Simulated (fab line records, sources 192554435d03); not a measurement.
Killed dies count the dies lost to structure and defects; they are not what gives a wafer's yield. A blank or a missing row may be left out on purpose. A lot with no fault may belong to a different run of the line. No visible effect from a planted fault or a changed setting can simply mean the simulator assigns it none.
Matching of chambers :: flow n5-finfet :: N5_BEOL_M0_SAQP_ETCH_102 on rie-si-04 has 4 sister chambers
The step etches SiO2 in CF4, target depth 4 nm, time 4.4 s. 8 wafers are shown with their chamber, then 9 later ones without.

WAFERS PAIRED WITH THEIR CHAMBERS
wafer: L082.3
chamber: 0
throttle-valve-pct (%): 21.63
drypump-motor-current-A (A): 6.3

wafer: L082.6
chamber: 2
throttle-valve-pct (%): 21.92
drypump-motor-current-A (A): 5.5

wafer: L085.2
chamber: 0
throttle-valve-pct (%): 21.62
drypump-motor-current-A (A): 6.2

wafer: L085.4
chamber: 3
throttle-valve-pct (%): 21.69
drypump-motor-current-A (A): 6.5

wafer: L085.6
chamber: 1
throttle-valve-pct (%): 21.74
drypump-motor-current-A (A): 6.0

wafer: L086.1
chamber: 1
throttle-valve-pct (%): 21.75
drypump-motor-current-A (A): 6.1

wafer: L086.2
chamber: 3
throttle-valve-pct (%): 21.73
drypump-motor-current-A (A): 6.6

wafer: L086.3
chamber: 2
throttle-valve-pct (%): 21.95
drypump-motor-current-A (A): 5.5

WAFERS WITHOUT THEIR CHAMBER
wafer: L095.1
throttle-valve-pct (%): 21.65
drypump-motor-current-A (A): 6.2

wafer: L095.3
throttle-valve-pct (%): 21.72
drypump-motor-current-A (A): 6.6

wafer: L095.6
throttle-valve-pct (%): 21.72
drypump-motor-current-A (A): 6.6

wafer: L097.1
throttle-valve-pct (%): 21.94
drypump-motor-current-A (A): 5.5

wafer: L097.3
throttle-valve-pct (%): 21.63
drypump-motor-current-A (A): 6.2

wafer: L097.6
throttle-valve-pct (%): 21.65
drypump-motor-current-A (A): 6.2

wafer: L096.1
throttle-valve-pct (%): 21.71
drypump-motor-current-A (A): 6.6

wafer: L096.3
throttle-valve-pct (%): 21.76
drypump-motor-current-A (A): 6.1

wafer: L096.4
throttle-valve-pct (%): 21.63
drypump-motor-current-A (A): 6.2

WHICH CHAMBER EACH WENT THROUGH
wafer: L095.1
from the rows above: 0
in truth: 0

wafer: L095.3
from the rows above: 3
in truth: 3

wafer: L095.6
from the rows above: 3
in truth: 3

wafer: L097.1
from the rows above: 2
in truth: 2

wafer: L097.3
from the rows above: 0
in truth: 0

wafer: L097.6
from the rows above: 0
in truth: 0

wafer: L096.1
from the rows above: 3
in truth: 3

wafer: L096.3
from the rows above: 1
in truth: 1

wafer: L096.4
from the rows above: 0
in truth: 0
9 of 9 placed correctly. From these rows, 0 cannot be placed. 0 placed wrongly.
How it was worked out, from the rows above alone: a wafer's distance from a chamber is the root of the sum, over the readings, of the square of ((its reading less the chamber's mean) divided by the reading's scatter). If the next closest chamber is less than 2 further off than the closest, the wafer can't be placed; otherwise it belongs to the closest. Each chamber's mean is taken over the wafers shown for it. The scatter is the square root of a quotient: the sum, over the shown wafers, of each reading's squared deviation from its chamber's mean, divided by wafers minus chambers.
